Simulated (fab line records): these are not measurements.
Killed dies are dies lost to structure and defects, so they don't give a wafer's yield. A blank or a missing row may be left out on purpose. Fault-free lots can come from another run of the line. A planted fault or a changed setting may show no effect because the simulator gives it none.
fab line records	flow n5-finfet
record: lots: 5	wafers: 15	last-day: 21
route steps=1938 shown BEOL_M4@1078
lots with no fault: from the same line, run without faults
start-h: start of the lot's first displayed wafer, in hours after the record's first day	wait-h: time in hours since the lot's previous step	" as in the row above	L1.1+2: a single row standing in for several wafers	- no value, or no start was given	* or withheld: withheld	< > ~ a bound
route shown NAME@n: a module of which the file shows steps, and the number in the route of the first	usual: mean and standard deviation over wafers with no fault	same: alike in all rows	chamber/n: place in a boat	sites: readings site by site	_std_site: their standard deviation	_edge_site: the outer-site mean with the inner-site mean subtracted	radius-mm: how far each site lies from the wafer's centre	mask NAME#n: copy n	behind: the tool/chamber that last shaped the wafer	hold: cause of the lot's hold/its duration in hours/its outcome	device: transistor that didn't switch, given as n, p or np	end of line: tests run on the same wafers once the route is complete	a step with no rows: only its recipe	killed: dies that structure and defects cost at the first sort, which is not the same as the wafer's yield	map: shows each die of a wafer: x if killed, . if not, _ if none is there
set.NAME: the run value of the setting; set.NAME@STEP: its run value at that earlier step	model.NAME: the simulator's own value behind a step, which no gauge read
lots at selected steps of the route; one table per step, one row per wafer
services: from which hour (start-h, from the record's first day; less than 0 if before it) a tool's chamber was out of use, for how many hours, and why
== steps ==
step: N5_BEOL_M4_CD_MEAS_35
recipe: target-cd-nm: 18	target-cd-y-nm: 22.4	polarity: opening
usual: cd-nm: 18.2/0.39
lot.wafer	tool	chamber	start-h	wait-h	cd-nm
L077.1	cd-sem-03	-	255.58	0.0	17.4
L077.4	"	-	"	"	17.9
L077.6	"	-	"	"	18.3
L082.1	cd-sem-03	-	282.40	0.0	18.3
L082.2	"	-	"	"	18.0
L082.5	"	-	"	"	18.0
L084.2	cd-sem-02	-	299.54	0.0	18.4
L084.3	"	-	"	"	18.2
L084.6	"	-	"	"	18.5
L093.1	cd-sem-02	-	384.59	0.0	18.0
L093.4	"	-	"	"	18.6
L093.5	"	-	"	"	18.5
L097.1	cd-sem-02	-	389.62	0.0	18.3
L097.2	"	-	"	"	17.9
L097.3	"	-	"	"	18.0
step: N5_BEOL_M4_DEGAS_44
recipe: ambient: vacuum	temp-c: 250	time-s: 60
usual: heater-power-w: 309/27
lot.wafer	tool	chamber	start-h	wait-h	heater-power-w
L077.1	pvd-sputter-03	-	255.66	0.1	315
L077.4	"	-	"	"	303
L077.6	"	-	"	"	325
L082.1	pvd-sputter-02	-	282.97	0.6	285
L082.2	"	-	"	"	279
L082.5	"	-	"	"	343
L084.2	pvd-sputter-02	-	300.09	0.5	345
L084.3	"	-	"	"	281
L084.6	"	-	"	"	303
L093.1	pvd-sputter-03	-	384.88	0.3	328
L093.4	"	-	"	"	329
L093.5	"	-	"	"	293
L097.1	pvd-sputter-03	-	389.70	0.1	323
L097.2	"	-	"	"	307
L097.3	"	-	"	"	265
step: N5_BEOL_M4_PRE_CLEAN_45
recipe: gas: H2/He	time-s: 30	temp-c: 250
usual: heater-power-w: 310/28
lot.wafer	tool	chamber	start-h	wait-h	heater-power-w
L077.1	pvd-sputter-03	-	255.70	0.0	318
L077.4	"	-	"	"	302
L077.6	"	-	"	"	313
L082.1	pvd-sputter-02	-	283.01	0.0	279
L082.2	"	-	"	"	276
L082.5	"	-	"	"	345
L084.2	pvd-sputter-02	-	300.13	0.0	347
L084.3	"	-	"	"	281
L084.6	"	-	"	"	305
L093.1	pvd-sputter-03	-	384.92	0.0	336
L093.4	"	-	"	"	321
L093.5	"	-	"	"	303
L097.1	pvd-sputter-03	-	389.74	0.0	318
L097.2	"	-	"	"	300
L097.3	"	-	"	"	273
step: N5_BEOL_M4_ALD_84
recipe: material: TaN	target-thk-a: *	temp-c: 275	ald-precursor-family: PDMAT	ald-co-reactant: NH3	pressure-torr: 3	carrier-flow-sccm: 1500	pulse-time-s: 2	purge-time-s: 3	co-reactant-purge-time-s: 2	co-reactant-pulse-time-s: 3	ald-cycles: 30	precursor-vessel-temp-c: 75	precursor-vessel-pressure-torr: 26.25	precursor-vessel-carrier-sccm: 1000
usual: heater-power-w: 421/44
lot.wafer	tool	chamber	start-h	wait-h	heater-power-w
L077.1	ald-metal-03	0	255.90	0.2	459
L077.4	"	3	"	"	467
L077.6	"	2	"	"	395
L082.1	ald-metal-04	3	283.12	0.1	367
L082.2	"	0	"	"	417
L082.5	"	3	"	"	373
L084.2	ald-metal-01	2	300.30	0.1	396
L084.3	"	3	"	"	417
L084.6	"	1	"	"	454
L093.1	ald-metal-01	3	384.99	0.0	393
L093.4	"	2	"	"	399
L093.5	"	1	"	"	416
L097.1	ald-metal-04	1	389.80	0.0	364
L097.2	"	0	"	"	415
L097.3	"	2	"	"	420
step: N5_BEOL_M4_SURFACE_TREAT_85
recipe: gas: Ar	time-s: *	ion-energy-ev: *	ion-current-ma-cm2: 0.5	pressure-mtorr: *	ar-flow-sccm: 30
usual: throttle-valve-pct: *
lot.wafer	tool	chamber	start-h	wait-h	throttle-valve-pct
L077.1	pvd-sputter-03	-	256.16	0.2	*
L077.4	"	-	"	"	*
L077.6	"	-	"	"	*
L082.1	pvd-sputter-02	-	283.47	0.2	*
L082.2	"	-	"	"	*
L082.5	"	-	"	"	*
L084.2	pvd-sputter-03	-	300.52	0.1	*
L084.3	"	-	"	"	*
L084.6	"	-	"	"	*
L093.1	pvd-sputter-01	-	385.22	0.1	*
L093.4	"	-	"	"	*
L093.5	"	-	"	"	*
L097.1	pvd-sputter-02	-	390.06	0.2	*
L097.2	"	-	"	"	*
L097.3	"	-	"	"	*
step: N5_BEOL_M4_CVD_47
recipe: material: Co	target-thk-a: 30	temp-c: withheld	precursor: CCTBA/H2	pressure-torr: 30	time-s: 223.8
lot.wafer	tool	chamber	start-h	wait-h
L077.1+4+6	cvd-co-02	2,1,0	256.45	0.3
L082.1+2+5	cvd-co-02	0,2,1	283.53	0.0
L084.2+3+6	cvd-co-02	0,2,1	300.59	0.0
L093.1+4+5	cvd-co-01	0,0,1	385.28	0.0
L097.1+2+3	cvd-co-01	1,0,2	390.18	0.1
step: N5_BEOL_M4_SPUTTER_48
recipe: material: Cu	target-thk-a: 45	temp-c: -20	chamber-pressure-pa: 0.07	power-w: withheld	time-s: 8.29
usual: throttle-valve-pct: 30.0/0.72
lot.wafer	tool	chamber	start-h	wait-h	throttle-valve-pct
L077.1	pvd-sputter-03	-	257.06	0.5	28.9
L077.4	"	-	"	"	31.0
L077.6	"	-	"	"	29.5
L082.1	pvd-sputter-01	-	283.69	0.1	29.6
L082.2	"	-	"	"	31.0
L082.5	"	-	"	"	29.5
L084.2	pvd-sputter-02	-	300.83	0.2	29.9
L084.3	"	-	"	"	29.7
L084.6	"	-	"	"	30.8
L093.1	pvd-sputter-02	-	385.46	0.1	29.4
L093.4	"	-	"	"	29.9
L093.5	"	-	"	"	29.6
L097.1	pvd-sputter-03	-	390.81	0.6	29.3
L097.2	"	-	"	"	31.2
L097.3	"	-	"	"	28.9
step: N5_BEOL_M4_ANNEAL_49
recipe: temp-c: 400	time-s: 240	ambient: vacuum
usual: heater-power-w: 779/68
lot.wafer	tool	chamber	start-h	wait-h	heater-power-w
L077.1	pvd-sputter-03	-	257.14	0.0	676
L077.4	"	-	"	"	790
L077.6	"	-	"	"	739
L082.1	pvd-sputter-01	-	283.77	0.0	865
L082.2	"	-	"	"	722
L082.5	"	-	"	"	780
L084.2	pvd-sputter-02	-	300.92	0.0	782
L084.3	"	-	"	"	715
L084.6	"	-	"	"	834
L093.1	pvd-sputter-02	-	385.54	0.0	698
L093.4	"	-	"	"	793
L093.5	"	-	"	"	718
L097.1	pvd-sputter-03	-	390.89	0.0	750
L097.2	"	-	"	"	799
L097.3	"	-	"	"	660
step: N5_BEOL_M4_SPUTTER_79
recipe: material: Cu	target-thk-a: 45	temp-c: -20	chamber-pressure-pa: 0.07	power-w: withheld	time-s: 8.29
usual: throttle-valve-pct: 30.0/0.72
lot.wafer	tool	chamber	start-h	wait-h	throttle-valve-pct
L077.1	pvd-sputter-03	-	257.28	0.1	28.9
L077.4	"	-	"	"	31.3
L077.6	"	-	"	"	29.4
L082.1	pvd-sputter-01	-	283.91	0.1	29.6
L082.2	"	-	"	"	31.2
L082.5	"	-	"	"	29.5
L084.2	pvd-sputter-02	-	301.07	0.1	29.8
L084.3	"	-	"	"	29.7
L084.6	"	-	"	"	30.5
L093.1	pvd-sputter-02	-	385.68	0.1	29.5
L093.4	"	-	"	"	29.9
L093.5	"	-	"	"	29.3
L097.1	pvd-sputter-03	-	391.03	0.1	29.7
L097.2	"	-	"	"	31.3
L097.3	"	-	"	"	28.9
step: N5_BEOL_M4_ANNEAL_80
recipe: temp-c: 400	time-s: 240	ambient: vacuum
usual: heater-power-w: 777/69
lot.wafer	tool	chamber	start-h	wait-h	heater-power-w
L077.1	pvd-sputter-03	-	257.36	0.0	683
L077.4	"	-	"	"	800
L077.6	"	-	"	"	740
L082.1	pvd-sputter-01	-	283.99	0.0	832
L082.2	"	-	"	"	740
L082.5	"	-	"	"	771
L084.2	pvd-sputter-02	-	301.16	0.0	776
L084.3	"	-	"	"	681
L084.6	"	-	"	"	863
L093.1	pvd-sputter-02	-	385.76	0.0	705
L093.4	"	-	"	"	786
L093.5	"	-	"	"	694
L097.1	pvd-sputter-03	-	391.11	0.0	733
L097.2	"	-	"	"	793
L097.3	"	-	"	"	670
step: N5_BEOL_M4_SPUTTER_81
recipe: material: Cu	target-thk-a: 45	temp-c: -20	chamber-pressure-pa: 0.07	power-w: withheld	time-s: 8.29
usual: throttle-valve-pct: 29.9/0.73
lot.wafer	tool	chamber	start-h	wait-h	throttle-valve-pct
L077.1	pvd-sputter-03	-	257.50	0.1	29.0
L077.4	"	-	"	"	31.2
L077.6	"	-	"	"	29.4
L082.1	pvd-sputter-01	-	284.13	0.1	29.5
L082.2	"	-	"	"	31.1
L082.5	"	-	"	"	29.1
L084.2	pvd-sputter-02	-	301.31	0.1	29.6
L084.3	"	-	"	"	29.5
L084.6	"	-	"	"	30.5
L093.1	pvd-sputter-02	-	385.90	0.1	29.5
L093.4	"	-	"	"	29.7
L093.5	"	-	"	"	29.3
L097.1	pvd-sputter-03	-	391.25	0.1	29.5
L097.2	"	-	"	"	30.9
L097.3	"	-	"	"	28.7
step: N5_BEOL_M4_ANNEAL_82
recipe: temp-c: 400	time-s: 240	ambient: vacuum
usual: heater-power-w: 780/67
lot.wafer	tool	chamber	start-h	wait-h	heater-power-w
L077.1	pvd-sputter-03	-	257.58	0.0	680
L077.4	"	-	"	"	801
L077.6	"	-	"	"	740
L082.1	pvd-sputter-01	-	284.21	0.0	852
L082.2	"	-	"	"	731
L082.5	"	-	"	"	791
L084.2	pvd-sputter-02	-	301.40	0.0	758
L084.3	"	-	"	"	690
L084.6	"	-	"	"	867
L093.1	pvd-sputter-02	-	385.98	0.0	704
L093.4	"	-	"	"	756
L093.5	"	-	"	"	695
L097.1	pvd-sputter-03	-	391.33	0.0	740
L097.2	"	-	"	"	829
L097.3	"	-	"	"	669
step: N5_BEOL_M4_SPUTTER_86
recipe: material: Cu	target-thk-a: 45	temp-c: -20	chamber-pressure-pa: 0.07	power-w: withheld	time-s: 8.29
usual: throttle-valve-pct: 30.0/0.71
lot.wafer	tool	chamber	start-h	wait-h	throttle-valve-pct
L077.1	pvd-sputter-03	-	257.72	0.1	28.7
L077.4	"	-	"	"	31.3
L077.6	"	-	"	"	29.4
L082.1	pvd-sputter-01	-	284.35	0.1	29.6
L082.2	"	-	"	"	30.9
L082.5	"	-	"	"	29.2
L084.2	pvd-sputter-02	-	301.55	0.1	29.9
L084.3	"	-	"	"	29.6
L084.6	"	-	"	"	30.5
L093.1	pvd-sputter-02	-	386.12	0.1	29.7
L093.4	"	-	"	"	29.8
L093.5	"	-	"	"	29.5
L097.1	pvd-sputter-03	-	391.47	0.1	29.5
L097.2	"	-	"	"	31.6
L097.3	"	-	"	"	28.7
step: N5_BEOL_M4_ANNEAL_87
recipe: temp-c: 400	time-s: 240	ambient: vacuum
usual: heater-power-w: 778/68
lot.wafer	tool	chamber	start-h	wait-h	heater-power-w
L077.1	pvd-sputter-03	-	257.80	0.0	663
L077.4	"	-	"	"	780
L077.6	"	-	"	"	747
L082.1	pvd-sputter-01	-	284.43	0.0	868
L082.2	"	-	"	"	732
L082.5	"	-	"	"	788
L084.2	pvd-sputter-02	-	301.64	0.0	767
L084.3	"	-	"	"	694
L084.6	"	-	"	"	842
L093.1	pvd-sputter-02	-	386.20	0.0	700
L093.4	"	-	"	"	769
L093.5	"	-	"	"	692
L097.1	pvd-sputter-03	-	391.55	0.0	767
L097.2	"	-	"	"	807
L097.3	"	-	"	"	661
step: N5_BEOL_M4_SPUTTER_88
recipe: material: Cu	target-thk-a: 45	temp-c: -20	chamber-pressure-pa: 0.07	power-w: withheld	time-s: 8.29
usual: throttle-valve-pct: 29.9/0.73
lot.wafer	tool	chamber	start-h	wait-h	throttle-valve-pct
L077.1	pvd-sputter-03	-	257.94	0.1	28.8
L077.4	"	-	"	"	31.2
L077.6	"	-	"	"	29.4
L082.1	pvd-sputter-01	-	284.57	0.1	29.7
L082.2	"	-	"	"	31.1
L082.5	"	-	"	"	29.5
L084.2	pvd-sputter-02	-	301.79	0.1	29.9
L084.3	"	-	"	"	29.5
L084.6	"	-	"	"	30.7
L093.1	pvd-sputter-02	-	386.34	0.1	29.5
L093.4	"	-	"	"	30.2
L093.5	"	-	"	"	29.4
L097.1	pvd-sputter-03	-	391.69	0.1	29.7
L097.2	"	-	"	"	31.1
L097.3	"	-	"	"	28.6
step: N5_BEOL_M4_ANNEAL_89
recipe: temp-c: 400	time-s: 240	ambient: vacuum
usual: heater-power-w: 780/69
lot.wafer	tool	chamber	start-h	wait-h	heater-power-w
L077.1	pvd-sputter-03	-	258.02	0.0	668
L077.4	"	-	"	"	803
L077.6	"	-	"	"	751
L082.1	pvd-sputter-01	-	284.65	0.0	832
L082.2	"	-	"	"	716
L082.5	"	-	"	"	784
L084.2	pvd-sputter-02	-	301.87	0.0	782
L084.3	"	-	"	"	693
L084.6	"	-	"	"	842
L093.1	pvd-sputter-02	-	386.42	0.0	710
L093.4	"	-	"	"	755
L093.5	"	-	"	"	691
L097.1	pvd-sputter-03	-	391.77	0.0	753
L097.2	"	-	"	"	780
L097.3	"	-	"	"	676
step: N5_BEOL_M4_SPUTTER_90
recipe: material: Cu	target-thk-a: 45	temp-c: -20	chamber-pressure-pa: 0.07	power-w: withheld	time-s: 8.29
usual: throttle-valve-pct: 30.0/0.71
lot.wafer	tool	chamber	start-h	wait-h	throttle-valve-pct
L077.1	pvd-sputter-03	-	258.16	0.1	28.5
L077.4	"	-	"	"	31.1
L077.6	"	-	"	"	29.5
L082.1	pvd-sputter-01	-	284.79	0.1	29.3
L082.2	"	-	"	"	30.9
L082.5	"	-	"	"	29.3
L084.2	pvd-sputter-02	-	302.03	0.1	30.1
L084.3	"	-	"	"	29.8
L084.6	"	-	"	"	30.6
L093.1	pvd-sputter-02	-	386.56	0.1	29.3
L093.4	"	-	"	"	29.6
L093.5	"	-	"	"	29.7
L097.1	pvd-sputter-03	-	391.91	0.1	29.4
L097.2	"	-	"	"	31.2
L097.3	"	-	"	"	28.9
step: N5_BEOL_M4_ANNEAL_91
recipe: temp-c: 400	time-s: 240	ambient: vacuum
usual: heater-power-w: 781/69
lot.wafer	tool	chamber	start-h	wait-h	heater-power-w
L077.1	pvd-sputter-03	-	258.24	0.0	679
L077.4	"	-	"	"	838
L077.6	"	-	"	"	749
L082.1	pvd-sputter-01	-	284.87	0.0	838
L082.2	"	-	"	"	714
L082.5	"	-	"	"	795
L084.2	pvd-sputter-02	-	302.11	0.0	785
L084.3	"	-	"	"	704
L084.6	"	-	"	"	867
L093.1	pvd-sputter-02	-	386.64	0.0	715
L093.4	"	-	"	"	768
L093.5	"	-	"	"	699
L097.1	pvd-sputter-03	-	391.99	0.0	752
L097.2	"	-	"	"	793
L097.3	"	-	"	"	663
step: N5_BEOL_M4_SPUTTER_92
recipe: material: Cu	target-thk-a: 45	temp-c: -20	chamber-pressure-pa: 0.07	power-w: withheld	time-s: 8.29
usual: throttle-valve-pct: 29.9/0.73
lot.wafer	tool	chamber	start-h	wait-h	throttle-valve-pct
L077.1	pvd-sputter-03	-	258.38	0.1	28.7
L077.4	"	-	"	"	31.5
L077.6	"	-	"	"	29.6
L082.1	pvd-sputter-01	-	285.01	0.1	29.5
L082.2	"	-	"	"	31.2
L082.5	"	-	"	"	29.1
L084.2	pvd-sputter-02	-	302.26	0.1	29.7
L084.3	"	-	"	"	29.9
L084.6	"	-	"	"	30.5
L093.1	pvd-sputter-02	-	386.78	0.1	29.6
L093.4	"	-	"	"	29.8
L093.5	"	-	"	"	29.2
L097.1	pvd-sputter-03	-	392.13	0.1	29.6
L097.2	"	-	"	"	31.1
L097.3	"	-	"	"	28.8
step: N5_BEOL_M4_ANNEAL_93
recipe: temp-c: 400	time-s: 240	ambient: vacuum
usual: heater-power-w: 781/67
lot.wafer	tool	chamber	start-h	wait-h	heater-power-w
L077.1	pvd-sputter-03	-	258.46	0.0	695
L077.4	"	-	"	"	793
L077.6	"	-	"	"	758
L082.1	pvd-sputter-01	-	285.09	0.0	848
L082.2	"	-	"	"	726
L082.5	"	-	"	"	795
L084.2	pvd-sputter-02	-	302.35	0.0	772
L084.3	"	-	"	"	691
L084.6	"	-	"	"	870
L093.1	pvd-sputter-02	-	386.86	0.0	690
L093.4	"	-	"	"	769
L093.5	"	-	"	"	704
L097.1	pvd-sputter-03	-	392.21	0.0	757
L097.2	"	-	"	"	821
L097.3	"	-	"	"	661
step: N5_BEOL_M4_SPUTTER_94
recipe: material: Cu	target-thk-a: 45	temp-c: -20	chamber-pressure-pa: 0.07	power-w: withheld	time-s: 8.29
usual: throttle-valve-pct: 30.0/0.73
lot.wafer	tool	chamber	start-h	wait-h	throttle-valve-pct
L077.1	pvd-sputter-03	-	258.60	0.1	29.0
L077.4	"	-	"	"	31.1
L077.6	"	-	"	"	29.7
L082.1	pvd-sputter-01	-	285.23	0.1	29.5
L082.2	"	-	"	"	31.0
L082.5	"	-	"	"	29.3
L084.2	pvd-sputter-02	-	302.50	0.1	30.1
L084.3	"	-	"	"	29.9
L084.6	"	-	"	"	30.5
L093.1	pvd-sputter-02	-	387.00	0.1	29.6
L093.4	"	-	"	"	29.9
L093.5	"	-	"	"	29.5
L097.1	pvd-sputter-03	-	392.35	0.1	29.4
L097.2	"	-	"	"	31.0
L097.3	"	-	"	"	28.9
step: N5_BEOL_M4_ANNEAL_95
recipe: temp-c: 400	time-s: 240	ambient: vacuum
usual: heater-power-w: 778/68
lot.wafer	tool	chamber	start-h	wait-h	heater-power-w
L077.1	pvd-sputter-03	-	258.68	0.0	674
L077.4	"	-	"	"	796
L077.6	"	-	"	"	756
L082.1	pvd-sputter-01	-	285.31	0.0	857
L082.2	"	-	"	"	703
L082.5	"	-	"	"	796
L084.2	pvd-sputter-02	-	302.59	0.0	772
L084.3	"	-	"	"	687
L084.6	"	-	"	"	853
L093.1	pvd-sputter-02	-	387.08	0.0	694
L093.4	"	-	"	"	774
L093.5	"	-	"	"	699
L097.1	pvd-sputter-03	-	392.43	0.0	762
L097.2	"	-	"	"	797
L097.3	"	-	"	"	675
step: N5_BEOL_M4_SPUTTER_96
recipe: material: Cu	target-thk-a: 45	temp-c: -20	chamber-pressure-pa: 0.07	power-w: withheld	time-s: 8.29
usual: throttle-valve-pct: 30.0/0.72
lot.wafer	tool	chamber	start-h	wait-h	throttle-valve-pct
L077.1	pvd-sputter-03	-	258.82	0.1	28.8
L077.4	"	-	"	"	31.1
L077.6	"	-	"	"	29.7
L082.1	pvd-sputter-01	-	285.45	0.1	29.7
L082.2	"	-	"	"	30.9
L082.5	"	-	"	"	29.4
L084.2	pvd-sputter-02	-	302.74	0.1	30.0
L084.3	"	-	"	"	29.6
L084.6	"	-	"	"	30.4
L093.1	pvd-sputter-02	-	387.22	0.1	29.4
L093.4	"	-	"	"	29.9
L093.5	"	-	"	"	29.3
L097.1	pvd-sputter-03	-	392.57	0.1	29.4
L097.2	"	-	"	"	31.2
L097.3	"	-	"	"	28.8
step: N5_BEOL_M4_ECD_50
recipe: material: Cu	target-thk-a: 3000
lot.wafer	tool	chamber	start-h	wait-h
L077.1+4+6	ecd-cu-01	0	258.94	0.1
L082.1+2+5	ecd-cu-01	0,1,1	285.57	0.1
L084.2+3+6	ecd-cu-01	1,0,1	302.86	0.1
L093.1+4+5	ecd-cu-01	1,0,0	387.33	0.1
L097.1+2+3	ecd-cu-02	1,0,0	392.68	0.1
step: N5_BEOL_M4_ANNEAL_51
recipe: temp-c: 225	time-s: 90	ambient: N2
usual: wafer_temp_C_max: 226.07/0.25
lot.wafer	tool	chamber	start-h	wait-h	wafer_temp_C_max
L077.1	rtp-anneal-02	0	259.02	0.1	225.57
L077.4	"	0	"	"	225.80
L077.6	"	0	"	"	225.85
L082.1	rtp-anneal-02	0	285.65	0.1	225.88
L082.2	"	0	"	"	226.16
L082.5	"	0	"	"	225.97
L084.2	rtp-anneal-01	0	302.99	0.1	226.33
L084.3	"	0	"	"	225.66
L084.6	"	0	"	"	226.14
L093.1	rtp-anneal-01	0	387.41	0.1	226.04
L093.4	"	0	"	"	225.99
L093.5	"	0	"	"	225.76
L097.1	rtp-anneal-02	0	392.76	0.1	226.02
L097.2	"	0	"	"	225.88
L097.3	"	0	"	"	225.75
step: N5_BEOL_M4_CMP_52
recipe: stop-on: SiOC	t-overpolish-s: 6.8	down-force-psi: 1	platen-rpm: 50	clearing-platen-down-force-psi: 1.5	clearing-platen-rpm: 50	post-cmp-clean: cu-alkaline	target-thk-nm: 40	clearing-platen-pad-velocity-m-s: 0.99484	pad-velocity-m-s: 0.99484
usual: barrier-field-endpoint-s: 24.5/0.75	clearing-platen-down-force-psi: 1.5001/0.0029	clearing-platen-rpm: 50.000/0.028	motor-current-A: 6.1/0.51	overpolish-run-s: 6.801/0.0095	time-to-endpoint-s: 62/3.9
same: t-overpolish-s: 6.8
lot.wafer	tool	chamber	start-h	wait-h	barrier-field-endpoint-s	clearing-platen-down-force-psi	clearing-platen-rpm	motor-current-A	overpolish-run-s	time-to-endpoint-s
L077.4	cmp-02	3	259.35	0.2	24.0	1.4959	49.955	6.5	6.793	58
L077.1	"	0	"	"	25.4	1.4994	49.956	5.8	6.798	64
L077.6	"	2	"	"	24.3	1.5016	49.989	5.9	6.802	57
L082.1	cmp-01	2	285.94	0.3	23.2	1.4990	50.002	5.6	6.809	56
L082.2	"	3	"	"	24.4	1.4976	49.979	5.6	6.791	63
L082.5	"	2	"	"	24.0	1.4952	50.003	6.0	6.809	60
L084.2	cmp-04	2	303.24	0.2	23.9	1.5074	49.998	5.8	6.797	65
L084.3	"	3	"	"	22.8	1.4984	50.062	7.0	6.815	54
L084.6	"	3	"	"	23.1	1.4987	50.057	6.9	6.813	54
L093.4	cmp-01	3	387.78	0.2	25.1	1.5039	50.057	5.3	6.795	63
L093.1	"	0	"	"	26.0	1.5054	50.006	6.5	6.811	66
L093.5	"	2	"	"	24.4	1.5019	49.988	5.8	6.825	57
L097.1	cmp-02	3	393.06	0.3	24.9	1.4995	50.019	7.0	6.802	60
L097.2	"	0	"	"	24.8	1.5032	50.068	6.3	6.795	65
L097.3	"	1	"	"	25.5	1.5020	50.010	5.9	6.787	62
step: N5_BEOL_M4_THK_MEAS_53
recipe: thk-meas-gauge: xrf	reads: Cu_of_BEOL_M4_ECD_50
usual: M4_THK: 39.4/2.2
lot.wafer	tool	chamber	start-h	wait-h	M4_THK[nm]
L077.1	film-metro-02	-	259.61	-	41.7
L077.4	"	-	"	"	41.0
L077.6	"	-	"	"	40.5
L082.1	film-metro-02	-	286.24	-	39.7
L082.2	"	-	"	"	41.2
L082.5	"	-	"	"	40.7
L084.2	film-metro-02	-	303.54	-	41.6
L084.3	"	-	"	"	39.5
L084.6	"	-	"	"	39.4
L093.1	film-metro-02	-	388.01	-	38.6
L093.4	"	-	"	"	39.3
L093.5	"	-	"	"	38.5
L097.1	film-metro-01	-	393.35	-	40.6
L097.2	"	-	"	"	41.1
L097.3	"	-	"	"	38.6
step: N5_BEOL_M4_PRE_CLEAN_60
recipe: gas: NH3/H2	time-s: 15	temp-c: *	rf-power-w: 300
usual: heater-power-w: 79/11
lot.wafer	tool	chamber	start-h	wait-h	heater-power-w
L077.1	cvd-co-02	1	259.64	0.0	80
L077.4	"	0	"	"	59
L077.6	"	1	"	"	80
L082.1	cvd-co-02	2	286.28	0.0	78
L082.2	"	1	"	"	81
L082.5	"	0	"	"	60
L084.2	cvd-co-02	2	303.57	0.0	78
L084.3	"	0	"	"	59
L084.6	"	1	"	"	79
L093.1	cvd-co-01	2	388.04	0.0	85
L093.4	"	2	"	"	90
L093.5	"	1	"	"	84
L097.1	cvd-co-02	0	393.39	0.0	59
L097.2	"	2	"	"	77
L097.3	"	1	"	"	81
step: N5_BEOL_M4_CO_CAP_55
recipe: material: Co	target-thk-a: 20	temp-c: 200	precursor: CCTBA/H2	pressure-torr: 30	time-s: 102.1
usual: heater-power-w: 229/14
lot.wafer	tool	chamber	start-h	wait-h	heater-power-w
L077.1	cvd-co-02	1	259.68	0.0	233
L077.4	"	0	"	"	204
L077.6	"	1	"	"	221
L082.1	cvd-co-02	2	286.32	0.0	227
L082.2	"	1	"	"	232
L082.5	"	0	"	"	205
L084.2	cvd-co-02	2	303.61	0.0	223
L084.3	"	0	"	"	203
L084.6	"	1	"	"	231
L093.1	cvd-co-01	2	388.08	0.0	232
L093.4	"	2	"	"	235
L093.5	"	1	"	"	231
L097.1	cvd-co-02	0	393.43	0.0	203
L097.2	"	2	"	"	220
L097.3	"	1	"	"	231
step: N5_BEOL_M4_PRE_CLEAN_56
recipe: gas: NH3	time-s: 15	temp-c: withheld	rf-power-w: 300
lot.wafer	tool	chamber	start-h	wait-h
L077.1+4+6	pecvd-04	1,2,1	259.78	0.1
L082.1+2+5	pecvd-04	1,2,0	286.41	0.1
L084.2+3+6	pecvd-02	0,1,1	303.70	0.1
L093.1+4+5	pecvd-01	1,0,1	388.17	0.1
L097.1+2+3	pecvd-02	0	393.52	0.1
step: N5_BEOL_M4_DEP_57
recipe: material: SiCN	target-thk-a: 80	temp-c: withheld	precursor: 3MS/NH3	pressure-torr: 3	rf-w: 202	time-s: 14
usual: showerhead-plenum-p-Torr: 3.663/0.0092	throttle-valve-pct: 9.1/0.7
lot.wafer	tool	chamber	start-h	wait-h	showerhead-plenum-p-Torr	throttle-valve-pct
L077.1	pecvd-04	1	259.80	0.0	3.674	10.3
L077.4	"	2	"	"	3.662	8.2
L077.6	"	1	"	"	3.664	10.4
L082.1	pecvd-04	1	286.43	0.0	3.662	10.5
L082.2	"	2	"	"	3.648	8.4
L082.5	"	0	"	"	3.667	10.0
L084.2	pecvd-02	0	303.73	0.0	3.658	8.9
L084.3	"	1	"	"	3.674	9.5
L084.6	"	1	"	"	3.663	9.4
L093.1	pecvd-01	1	388.20	0.0	3.676	8.2
L093.4	"	0	"	"	3.667	9.9
L093.5	"	1	"	"	3.662	8.3
L097.1	pecvd-02	0	393.60	0.1	3.664	8.6
L097.2	"	0	"	"	3.663	8.8
L097.3	"	0	"	"	3.659	8.8
step: N5_BEOL_M4_RS_MEAS_58
recipe: thk-meas-gauge: four-point-probe	reads: Co_of_BEOL_M4_CO_CAP_55+Cu_of_BEOL_M4_ECD_50+Co_of_BEOL_M4_CVD_47+TaN_of_BEOL_M4_ALD_84
usual: M4_RS: 0.69/0.051
lot.wafer	tool	chamber	start-h	wait-h	M4_RS[ohm/sq]
L077.1	film-metro-01	-	259.87	0.0	0.63
L077.4	"	-	"	"	0.65
L077.6	"	-	"	"	0.66
L082.1	film-metro-01	-	286.50	0.0	0.68
L082.2	"	-	"	"	0.66
L082.5	"	-	"	"	0.66
L084.2	film-metro-02	-	303.80	0.1	0.63
L084.3	"	-	"	"	0.67
L084.6	"	-	"	"	0.68
L093.1	film-metro-02	-	388.28	0.1	0.70
L093.4	"	-	"	"	0.68
L093.5	"	-	"	"	0.71
L097.1	film-metro-01	-	393.73	0.1	0.66
L097.2	"	-	"	"	0.65
L097.3	"	-	"	"	0.71
step: N5_BEOL_M4_INSPECT_59
recipe: inspect-instrument: darkfield	mode: post-dep
usual: raw-defect-count: 72/21
lot.wafer	tool	chamber	start-h	wait-h	raw-defect-count
L077.1	defect-inspect-01	-	259.89	0.0	70
L077.4	"	-	"	"	119
L077.6	"	-	"	"	86
L082.1	defect-inspect-01	-	286.53	0.0	109
L082.2	"	-	"	"	96
L082.5	"	-	"	"	82
L084.2	defect-inspect-02	-	303.82	0.0	60
L084.3	"	-	"	"	70
L084.6	"	-	"	"	45
L093.1	defect-inspect-02	-	388.31	0.0	54
L093.4	"	-	"	"	77
L093.5	"	-	"	"	61
L097.1	defect-inspect-02	-	393.76	0.0	33
L097.2	"	-	"	"	59
L097.3	"	-	"	"	45
== services ==
tool	chamber	start-h	hours	kind
cmp-02	-	231.78	2.4	repair
cmp-01	-	239.16	4.0	pm
pecvd-02	2	240.08	16.5	scheduled-down
pecvd-04	2	249.09	9.0	repair
rtp-anneal-02	-	255.75	3.0	pm
cmp-02	-	272.36	2.1	repair
ald-metal-04	2	275.09	28.5	repair
cmp-01	-	286.46	1.1	repair
cmp-04	-	289.28	0.3	repair
cvd-co-02	-	296.93	0.8	repair
ald-metal-04	-	301.79	2.8	pm
cmp-01	-	307.26	7.8	pm
cmp-04	-	308.45	1.2	repair
cmp-04	-	319.52	8.4	repair
ald-metal-01	-	328.96	1.2	repair
cvd-co-01	1	333.33	-	clean
ald-metal-01	-	337.25	14.0	pm
ald-metal-03	3	350.28	25.4	repair
ald-metal-03	-	363.07	0.6	repair
ald-metal-04	-	381.72	4.3	pm
cmp-04	-	381.92	4.0	pm
cmp-02	-	387.25	5.8	pm
ald-metal-04	3	388.97	17.6	repair
pecvd-02	2	391.50	18.6	repair
== key ==
fault none
